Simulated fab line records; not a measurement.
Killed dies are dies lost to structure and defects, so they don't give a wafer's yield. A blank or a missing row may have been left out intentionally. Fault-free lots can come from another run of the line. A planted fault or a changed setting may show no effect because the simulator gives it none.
Chamber matching | flow nand harc | NHARC_P_GATE_DESCUM_13 on rie diel-13 has 4 sister chambers
The step chemistry O2, time 3 s. 14 wafers are shown with their chamber, then 7 later ones without.

## WAFERS, EACH WITH ITS CHAMBER
wafer  | chamber | showerhead plenum p Torr (Torr) | oes product au (a.u.) | throttle valve pct (%)
L161.3 | 3       | 1.78                            | 0.999                 | 11.319
L161.5 | 2       | 1.79                            | 1.000                 | 11.306
L161.6 | 3       | 1.78                            | 1.005                 | 11.324
L160.3 | 2       | 1.79                            | 0.991                 | 11.309
L160.4 | 3       | 1.78                            | 0.990                 | 11.326
L160.6 | 3       | 1.78                            | 0.991                 | 11.324
L163.2 | 3       | 1.78                            | 0.994                 | 11.312
L163.3 | 1       | 2.02                            | 0.994                 | 11.322
L163.4 | 0       | 1.84                            | 1.012                 | 11.309
L173.3 | 1       | 2.01                            | 0.984                 | 11.314
L173.5 | 0       | 1.84                            | 1.019                 | 11.306
L173.6 | 1       | 2.01                            | 0.993                 | 11.306
L175.2 | 1       | 2.01                            | 1.002                 | 11.296
L175.3 | 3       | 1.77                            | 1.001                 | 11.321

SIGNATURES (averages over the wafers above)
reading                  | chamber 0 | chamber 1 | chamber 2 | chamber 3 | scatter within a chamber
showerhead plenum p Torr | 1.8400    | 2.0125    | 1.7900    | 1.7783    | 0.00398
oes product au           | 1.01550   | 0.99325   | 0.99550   | 0.99667   | 0.00636
throttle valve pct       | 11.30750  | 11.30950  | 11.30750  | 11.32100  | 0.00713
Rule: for each reading, subtract the chamber's mean from the wafer's reading, divide by that reading's scatter and square the result; add these up over the readings and take the root, which gives the wafer's distance from the chamber. If the next closest chamber is less than 2 further off than the closest, the wafer can't be placed; otherwise it belongs to the closest. The scatter: take each reading less its chamber's mean, square it, sum over the shown wafers, divide by the number of wafers less the number of chambers, and take the root.

## WAFERS MISSING THEIR CHAMBER
wafer  | showerhead plenum p Torr (Torr) | oes product au (a.u.) | throttle valve pct (%)
L175.6 | 1.78                            | 0.989                 | 11.318
L178.4 | 2.01                            | 0.999                 | 11.314
L178.5 | 2.01                            | 0.994                 | 11.315
L178.6 | 1.84                            | 1.007                 | 11.296
L181.2 | 1.78                            | 0.990                 | 11.306
L181.4 | 2.01                            | 1.008                 | 11.298
L181.6 | 1.84                            | 1.026                 | 11.308

## WHICH CHAMBER EACH WENT THROUGH
wafer  | from the rows above     | in truth
L175.6 | can't be placed: 3 or 2 | 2
L178.4 | 1                       | 1
L178.5 | 1                       | 1
L178.6 | 0                       | 0
L181.2 | can't be placed: 3 or 2 | 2
L181.4 | 1                       | 1
L181.6 | 0                       | 0
Placed correctly: 5 of 7. Cannot be placed on the basis of these rows: 2; the candidates contain the true chamber in 2. Number placed wrongly: 0.
